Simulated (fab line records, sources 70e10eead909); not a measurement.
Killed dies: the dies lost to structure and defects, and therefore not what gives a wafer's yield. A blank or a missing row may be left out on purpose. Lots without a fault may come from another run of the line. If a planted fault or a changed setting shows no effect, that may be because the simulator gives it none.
Chamber matching    flow nand-harc    cmp-01 running NHARC_P_STI_CMP_21: 4 sister chambers
The step polishes, t overpolish 20 s, target thk 380.67 nm. 14 wafers are shown with their chamber, then 7 later ones without.

== EACH WAFER AND ITS CHAMBER ==
wafer   chamber  motor-current-A (A)  overpolish-run-s (s)
L636.1  3        11.4                 20.001
L636.3  2        11.3                 20.024
L636.6  1        13.1                 20.002
L644.1  2        11.1                 20.016
L644.2  3        11.0                 20.005
L644.3  0        13.1                 19.996
L645.1  0        13.2                 20.002
L645.3  1        12.2                 19.989
L645.6  1        12.2                 19.993
L648.3  2        11.7                 20.007
L648.5  3        10.7                 19.992
L648.6  0        14.2                 19.982
L653.3  2        11.0                 20.000
L653.5  3        11.5                 20.004

SIGNATURES (means of the wafers above)
reading           chamber 0  chamber 1  chamber 2  chamber 3  scatter within a chamber
motor-current-A   13.500     12.500     11.275     11.150     0.445
overpolish-run-s  19.99333   19.99467   20.01175   20.00050   0.00856
Rule: a wafer's distance from a chamber is the root of the sum, over the readings, of the square of ((its reading less the chamber's mean) divided by the reading's scatter). The wafer belongs to the nearest chamber; if the next one is less than 2 further off, it can't be placed. The scatter: take each reading less its chamber's mean, square it, sum over the shown wafers, divide by the number of wafers less the number of chambers, and take the root.

== WAFERS MISSING THEIR CHAMBER ==
wafer   motor-current-A (A)  overpolish-run-s (s)
L653.6  13.0                 20.008
L654.1  12.1                 19.988
L654.4  11.2                 20.001
L654.5  11.3                 20.003
L657.1  13.7                 19.998
L657.3  11.3                 19.995
L657.4  11.0                 19.996

== WHICH CHAMBER EACH WENT THROUGH ==
wafer   from the rows above           in truth
L653.6  can't be placed: 1 or 0 or 2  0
L654.1  can't be placed: 1 or 3       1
L654.4  can't be placed: 3 or 2       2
L654.5  can't be placed: 3 or 2       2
L657.1  0                             0
L657.3  can't be placed: 3 or 2 or 1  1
L657.4  can't be placed: 3 or 2       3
Correctly placed: 1 of 7. Unplaceable from these rows: 6, with the true chamber sitting among the candidates in 6. Wrongly placed: 0.
